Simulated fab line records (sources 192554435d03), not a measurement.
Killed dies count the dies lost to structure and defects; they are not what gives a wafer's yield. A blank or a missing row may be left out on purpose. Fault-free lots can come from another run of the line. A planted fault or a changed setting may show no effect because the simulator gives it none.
Struck lot and sound lot, side by side :: flow n5 finfet :: 16 steps out of a route of 1938
Sound: wafers L132.1, L132.2, L132.6. Struck: wafer L136.4. (L136.3 of the same lot was not struck and is left out.) The cause comes at the end.
Order at every step that has rows: each side's tool, ch and its chambers, its first start. Under that, the readings that differ: sound wafers :: struck wafers :: difference of the means :: sigmas: that difference in standard deviations of wafers without a fault.
alike: readings with means less than 2 such deviations apart, plus words and numbers identical on both sides. not compared: withheld readings, readings lacking a value on some wafer, bounds such as >300 that could conceal the same value, and numbers that have no deviation in the record and whose values overlap.
The two part at a step that has a row with sigmas, a row that says differs or no value, or rows on one side only. When numbers do not overlap yet have no deviation, they are printed without sigmas and do not part them. A reading missing from all wafers of one side parts the sides only when that side holds two or more wafers.

first, 1 step without rows for these wafers: N5_MOL_CONTACT_COAG_DEVELOP_07 (develop time 30 s).
N5_MOL_CONTACT_COAG_CD_MEAS_08 targets a cd of 28 nm.
  sound on cd sem-02 ch 0, day 7 20:58; struck on cd sem-02 ch 0, day 8 12:20
  alike: cd nm
N5_MOL_CONTACT_COAG_OVL_MEAS_09:
  sound on overlay-01 ch 0, day 7 20:59; struck on overlay-02 ch 0, day 8 12:22
  alike: CA_OVL
N5_MOL_CONTACT_COAG_INSPECT_10: inspects for defects (brightfield).
  sound: defect inspect-02 at day 7 21:03; struck: defect inspect-01 at day 8 12:25
  alike: raw defect count
N5_MOL_CONTACT_COAG_DESCUM_13: chemistry O2, time 7 s.
  sound on rie diel-01 ch 0,2,3, day 7 21:13; struck on rie diel-01 ch 2, day 8 12:27
reading: o2 flow sccm (sccm)
sound: 224.6 225.0 225.3
struck: 227.1
difference: +2.1
sigmas: +3
  alike: drypump motor current A, oes product au, rf vpp V, showerhead plenum p Torr, throttle valve pct
  not compared: rf hours counter h
N5_MOL_CONTACT_COAG_ETCH_59: etches underlayer in N2/H2, target depth 13 nm, time 10.4 s.
  sound on rie diel-01 ch 0,2,3, day 7 21:15; struck on rie diel-01 ch 2, day 8 12:29
  alike: drypump motor current A, etch rf on time s, oes product au, rf vpp V, showerhead plenum p Torr, throttle valve pct
  not compared: rf hours counter h
N5_MOL_CONTACT_COAG_ETCH_105: etches SiARC in CF4, target depth 15.6 nm, time 26 s.
  sound on rie diel-01 ch 0,2,3, day 7 21:16; struck on rie diel-01 ch 2, day 8 12:30
  alike: drypump motor current A, etch rf on time s, oes product au, rf vpp V, showerhead plenum p Torr, throttle valve pct
  not compared: rf hours counter h
N5_MOL_CONTACT_COAG_ETCH_106: etches SOC in N2/H2, target depth 80 nm, overetch 16 nm, time 120 s.
  sound on rie diel-01 ch 0,2,3, day 7 21:17; struck on rie diel-01 ch 2, day 8 12:32
  alike: drypump motor current A, oes product au, rf vpp V, showerhead plenum p Torr, throttle valve pct
  not compared: rf hours counter h
then, 2 steps without rows for these wafers: N5_MOL_CONTACT_COAG_STRIP_107 (strips in N2/H2); N5_MOL_CONTACT_COAG_STRIP_108 (strips in N2/H2).
N5_MOL_CONTACT_COAG_CONTACT_ETCH_14: etches SiO2 in C4F6/O2, target depth 27.5 nm, overetch 8.5 nm, time 20 s.
  sound on rie diel-01 ch 0,2,3, day 7 21:23; struck on rie diel-01 ch 2, day 8 12:38
  alike: drypump motor current A, oes product au, rf vpp V, showerhead plenum p Torr, throttle valve pct
  not compared: rf hours counter h
then, 1 step without rows for these wafers: N5_MOL_CONTACT_COAG_STRIP_109 (strips in C4F6/O2).
N5_MOL_CONTACT_COAG_ETCH_15: etches SiNx in CH3F/O2, stops on Si:P, target depth 7 nm.
  sound on rie diel-01 ch 0,2,3, day 7 21:26; struck on rie diel-01 ch 2, day 8 12:40
reading: model.SOC_of_MOL_CONTACT_COAG_COAT_103.thk nm (nm)
sound: 75.4 75.4 75.2
struck: 74.4
difference: -0.9
sigmas: 
  alike: drypump motor current A, oes product au, rf vpp V, showerhead plenum p Torr, throttle valve pct
  not compared: rf hours counter h
N5_MOL_CONTACT_COAG_ETCH_110: etches Si in CF4/O2, target depth 2.5 nm, time 8 s.
  sound on rie diel-01 ch 0,2,3, day 7 21:29; struck on rie diel-01 ch 2, day 8 12:43
reading: model.SOC_of_MOL_CONTACT_COAG_COAT_103.thk nm (nm)
sound: 74 74 73.6
struck: 72.8
difference: -1.1
sigmas: 
  alike: drypump motor current A, oes product au, rf vpp V, showerhead plenum p Torr, throttle valve pct
  not compared: rf hours counter h
then, 1 step without rows for these wafers: N5_MOL_CONTACT_COAG_STRIP_98 (strips in N2/H2).
-- here the record skips 3 days between the struck wafers' starts before and after, leaving off in module MOL_CONTACT_COAG and picking up in module BEOL_M4 (first step shown: number 1111 of the route) --
N5_BEOL_M4_RC_MEAS_101:
  sound on prober-02 ch 0, day 10 20:58; struck on prober-02 ch 0, day 11 13:26
  alike: DIBL_N, DIBL_P, IOFF_N, IOFF_P, ION_N, ION_P, SS_N, SS_P, VT_N, VT_P

## WHERE THEY PART
N5_MOL_CONTACT_COAG_DESCUM_13 only, going by this record. Later steps at which nothing parts them and some readings are alike: N5_MOL_CONTACT_COAG_ETCH_59, N5_MOL_CONTACT_COAG_ETCH_105, N5_MOL_CONTACT_COAG_ETCH_106, N5_MOL_CONTACT_COAG_CONTACT_ETCH_14, N5_MOL_CONTACT_COAG_ETCH_15, N5_MOL_CONTACT_COAG_ETCH_110, N5_BEOL_M4_RC_MEAS_101.

WHY: the cause the simulator had injected
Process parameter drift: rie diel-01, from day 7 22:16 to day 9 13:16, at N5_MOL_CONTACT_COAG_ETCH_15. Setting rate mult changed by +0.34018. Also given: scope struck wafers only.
